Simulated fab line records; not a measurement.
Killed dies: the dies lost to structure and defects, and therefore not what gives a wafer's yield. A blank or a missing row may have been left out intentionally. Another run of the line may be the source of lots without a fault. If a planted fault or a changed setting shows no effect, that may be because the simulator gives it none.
A struck lot beside a sound one ; flow n5 finfet ; 39 out of 1938 route steps
Sound: wafers L356.1, L356.3, L356.5. Struck: wafer L346.4. (L346.5, L346.6 of the same lot were not struck and are left out.) The cause comes at the end.
For every step that has rows: the tool of each side, followed by ch and its chambers, followed by its first start. Under that, the readings that differ: sound wafers ; struck wafers ; difference of the means ; sigmas: that difference in standard deviations of wafers without a fault.
alike: same words and numbers on both sides, and readings whose means sit less than 2 such deviations apart. not compared: any withheld reading, any reading some wafer has no value for, any bound like >300 that may hide the same value, and any number with overlapping values for which the record gives no deviation.
The two part at a step that has a row with sigmas, a row that says differs or no value, or rows on one side only. Numbers that don't overlap but have no deviation are shown without sigmas and don't part them. A reading that every wafer of one side lacks parts them only if that side has two wafers or more.

first, 9 steps without rows for these wafers: N5_BEOL_M1_COAT_22 (resist thk 30 nm); N5_BEOL_M1_EBR_24; N5_BEOL_M1_SOFTBAKE_23 (time 60 s); N5_BEOL_M1_EXPOSE_25 (exposes mask V0, defocus 5 nm, target cd 24 nm); N5_BEOL_M1_PEB_26 (peb time 60 s); N5_BEOL_M1_DEVELOP_27 (develop time 30 s); N5_BEOL_M1_DESCUM_33 (chemistry O2, time 7 s); N5_BEOL_M1_ETCH_77 (etches underlayer in N2/H2, target depth 6.5 nm, time 5.2 s); N5_BEOL_M1_ETCH_69 (etches SiARC in CF4, target depth 15.6 nm, time 26 s).
N5_BEOL_M1_ALD_98: deposits SiO2, target thk 2.5 nm, pulse time 1 s, co reactant pulse time 1 s.
  sound on ald sin-01 ch 0,2, day 11 16:42; struck on ald sin-03 ch 3, day 9 06:35
reading;sound;struck;difference;sigmas
ald cycles;17 17 17;25;+8;
model.SiO2_of_BEOL_M1_ALD_98.thk nm (nm);2.6 2.6 2.6;3.6;+1.0;
  alike: heater power w, precursor pulse height rel, susceptor temp C
then, 4 steps without rows for these wafers: N5_BEOL_M1_ETCHBACK_99 (etches SiO2 in CHF3, target depth 5 nm, time 10.4 s); N5_BEOL_M1_ETCH_70 (etches SOC in N2/H2, target depth 80 nm, overetch 16 nm, time 120 s); N5_BEOL_M1_STRIP_71 (strips in N2/H2); N5_BEOL_M1_STRIP_78 (strips in N2/H2).
N5_BEOL_M1_VIA_ETCH_34: etches the open film in C4F6/O2, target depth 67.8 nm, time 64.4 s.
  sound on rie diel-03 ch 1,2,3, day 11 21:35; struck on rie diel-06 ch 2, day 9 14:52
reading;sound;struck;difference;sigmas
model.BEOL_M1.cd nm (nm);17.6 17.8 18;15.4;-2.4;
  alike: C4F6_flow_sccm, bias w, drypump motor current A, oes product au, rf vpp V, showerhead plenum p Torr, throttle valve pct
  not compared: rf hours counter h
then, 22 steps without rows for these wafers: N5_BEOL_M1_STRIP_83 (strips in C4F6/O2); N5_BEOL_M1_STRIP_36 (strips in N2/H2); N5_BEOL_M1_TRENCH_ETCH_37 (etches SiOC in C4F6/O2, target depth 55.207 nm, time 29 s); N5_BEOL_M1_ETCH_41 (etches SiCN in CH3F/O2, target depth 31.9 nm, time 57.8 s); N5_BEOL_M1_STRIP_97 (strips in N2/H2, time 10 s); N5_BEOL_M1_HM_STRIP_39 (strips TiN in peroxide tin strip, target depth 25 nm, time 158 s); N5_BEOL_M1_SRD_40 (time 30 s); N5_BEOL_M1_PRECLEAN_42 (cleans in residue remover, time 60 s); N5_BEOL_M1_SRD_43 (time 30 s); N5_BEOL_M1_DEGAS_44 (time 60 s); N5_BEOL_M1_PRE_CLEAN_45 (time 30 s); N5_BEOL_M1_ALD_84 (deposits TaN, pulse time 2 s, purge time 3 s, co reactant purge time 2 s); N5_BEOL_M1_SURFACE_TREAT_85; N5_BEOL_M1_CVD_47 (deposits Co from CCTBA/H2, target thk 3 nm, time 223.8 s); N5_BEOL_M1_SPUTTER_48 (material Cu, target thk 4.5 nm, time 8.29 s); N5_BEOL_M1_ANNEAL_49 (time 240 s); N5_BEOL_M1_SPUTTER_79 (material Cu, target thk 4.5 nm, time 8.29 s); N5_BEOL_M1_ANNEAL_80 (time 240 s); N5_BEOL_M1_SPUTTER_81 (material Cu, target thk 4.5 nm, time 8.29 s); N5_BEOL_M1_ANNEAL_82 (time 240 s); N5_BEOL_M1_SPUTTER_86 (material Cu, target thk 4.5 nm, time 8.29 s); N5_BEOL_M1_ANNEAL_87 (time 240 s).
N5_BEOL_M4_RC_MEAS_101:
  sound on prober-01 ch 0, day 13 23:37; struck on prober-01 ch 0, day 11 05:40
reading;sound;struck;difference;sigmas
CHAIN_V0 (ohm/link);254 251 249;329;+78;+8
CHAIN_V0_max_site (ohm/link);260 259 252;362;+105;+9
  alike: DIBL_N, DIBL_P, IOFF_N, IOFF_P, ION_N, ION_P, SS_N, SS_P, VT_N, VT_P
-- the record jumps here: 6 days lie between the struck wafers' starts before and after (it left off in module BEOL_M4 and takes up again in module PASSIVATION, whose first step shown is number 1936 of the route) --
N5_PASSIVATION_PROBE_49:
  sound on prober-02, day 18 16:19; struck on prober-01, day 17 06:27
reading;sound;struck;difference;sigmas
defect limited yield (%);92.5 91.5 92.8;84.9;-7.4;-5
killed_at_M0_to_M3;24 43 16;109;+81;+8
killed dies;89 100 85;178;+87;+5
killed on rim;12 10 10;50;+39;+10
sort_bin_5_function (%);5.0 4.5 4.0;12.1;+7.6;+8
sort n pass;1091 1080 1095;1002;-87;-5
sort yield pct (%);92.5 91.5 92.8;84.9;-7.4;-5
  alike: killed_at_M4_up, killed at contacts, killed at front end, killed at other, killed open, killed short, sort_bin_6_memory

WHERE THEY PART
Last at N5_PASSIVATION_PROBE_49 as far as this record goes, first at N5_BEOL_M4_RC_MEAS_101.

WHY: what had been put in by the simulator
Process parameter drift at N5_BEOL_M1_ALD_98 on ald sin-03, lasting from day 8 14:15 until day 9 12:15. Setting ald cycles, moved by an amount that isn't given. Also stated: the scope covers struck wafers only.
